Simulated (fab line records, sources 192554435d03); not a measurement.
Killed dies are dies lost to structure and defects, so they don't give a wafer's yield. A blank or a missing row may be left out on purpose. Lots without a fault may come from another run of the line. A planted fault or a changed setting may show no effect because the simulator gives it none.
Which tool did it? | flow n5_finfet | 9 lots, 27 wafers sampled, at 5 steps of a route of 1938

WHAT THE GAUGES READ, wafer by wafer
N5_FIN_SAQP_INSPECT_40: inspects for defects (brightfield).
lot  | measured    | on                | raw_defect_count
L216 | day 2 08:43 | defect_inspect-02 | 264 173 223
L218 | day 2 20:40 | defect_inspect-01 | 331 305 343
L224 | day 4 10:05 | defect_inspect-01 | 305 345 182
L225 | day 4 15:16 | defect_inspect-01 | 141 173 218
L228 | day 5 11:13 | defect_inspect-02 | 356 215 286
L229 | day 5 15:42 | defect_inspect-02 | 899 1086 1034
L230 | day 5 20:32 | defect_inspect-02 | 871 827 804
L231 | day 6 04:01 | defect_inspect-02 | 913 1003 986
L238 | day 7 20:02 | defect_inspect-01 | 276 245 262

WHICH TOOL RAN EACH LOT (tool, then ch and the chambers of the sampled wafers, then the start)
lot  | N5_FIN_SAQP_STRIP_70              | N5_FIN_SAQP_RECESS_71             | N5_FIN_SAQP_SPACER2_ALD_28       | N5_FIN_SAQP_STRIP_77
L216 | rie_diel-02 ch 1,3, day 2 07:23   | vapor_etch-02 ch 0,1, day 2 07:28 | ald_sin-02 ch 2,3, day 2 07:36   | rie_diel-04 ch 0,1,2, day 2 08:16
L218 | rie_diel-04 ch 1,3, day 2 19:05   | vapor_etch-02 ch 0,1, day 2 19:08 | ald_sin-01 ch 1,3, day 2 19:33   | rie_diel-02 ch 1,2,3, day 2 20:13
L224 | rie_diel-01 ch 0,1, day 4 08:44   | vapor_etch-01 ch 0,1, day 4 08:50 | ald_sin-02 ch 1,3, day 4 08:57   | rie_diel-01 ch 1,2, day 4 09:37
L225 | rie_diel-02 ch 0,1,2, day 4 13:23 | vapor_etch-02 ch 0,1, day 4 13:33 | ald_sin-02 ch 1,3, day 4 14:02   | rie_diel-04 ch 1,3, day 4 14:47
L228 | rie_diel-04 ch 1,2,3, day 5 09:52 | vapor_etch-01 ch 0,1, day 5 09:56 | ald_sin-01 ch 0,2,3, day 5 10:02 | rie_diel-04 ch 1,2,3, day 5 10:49
L229 | rie_diel-01 ch 0,1,2, day 5 14:07 | vapor_etch-02 ch 0,1, day 5 14:11 | ald_sin-01 ch 1,2, day 5 14:19   | rie_diel-02 ch 0,1, day 5 15:15
L230 | rie_diel-02 ch 0,1,2, day 5 18:53 | vapor_etch-02 ch 0,1, day 5 18:58 | ald_sin-01 ch 0,1, day 5 19:18   | rie_diel-02 ch 0,2, day 5 20:05
L231 | rie_diel-01 ch 0,2,3, day 6 02:20 | vapor_etch-02 ch 0,1, day 6 02:25 | ald_sin-02 ch 1,2,3, day 6 02:39 | rie_diel-01 ch 0,2,3, day 6 03:37
L238 | rie_diel-02 ch 0,1,3, day 7 18:32 | vapor_etch-01 ch 0,1, day 7 18:38 | ald_sin-02 ch 0,1,2, day 7 18:44 | rie_diel-04 ch 2,3, day 7 19:35
- N5_FIN_SAQP_STRIP_70: strips in N2/H2.
- N5_FIN_SAQP_RECESS_71: chemistry HF/NH3, target SiO2, target depth 3 nm, afs cycles 1, sublimation time 60 s.
- N5_FIN_SAQP_SPACER2_ALD_28: deposits SiO2, target thk 8.1 nm, pulse time 1 s, purge time 2 s.
- N5_FIN_SAQP_STRIP_77: strips in N2/H2, time 90 s.

THE ANSWER, worked out from the rows above alone
Rule: what is usual is taken from the lots themselves. Put in order of their means at a reading, lots are off if they are a third of the lots or fewer, leave a main group of 4 or more, and stand apart from it by a gap of 3 or more times the standard deviation of the main group's means; of several such gaps the widest counts. A main group whose means are all the same, to the digits that the tables above print for the reading, isn't used. A lot without any number at a reading at which 4 lots or more have one is off too. The other lots that the step has rows for count as sound.
Off: L229, L230, L231, at N5_FIN_SAQP_INSPECT_40 (raw_defect_count). The main group: mean 258, standard deviation 48.
A tool fits if, at a process step before that reading, it ran every lot that is off, and no sound lot after the first of them. The gauges at N5_FIN_SAQP_INSPECT_40 are tried like those tools. Can't be told from this: 2 tools fit, vapor_etch-02 at N5_FIN_SAQP_RECESS_71, defect_inspect-02 at N5_FIN_SAQP_INSPECT_40.

WHAT THE SIMULATOR HAD PUT IN
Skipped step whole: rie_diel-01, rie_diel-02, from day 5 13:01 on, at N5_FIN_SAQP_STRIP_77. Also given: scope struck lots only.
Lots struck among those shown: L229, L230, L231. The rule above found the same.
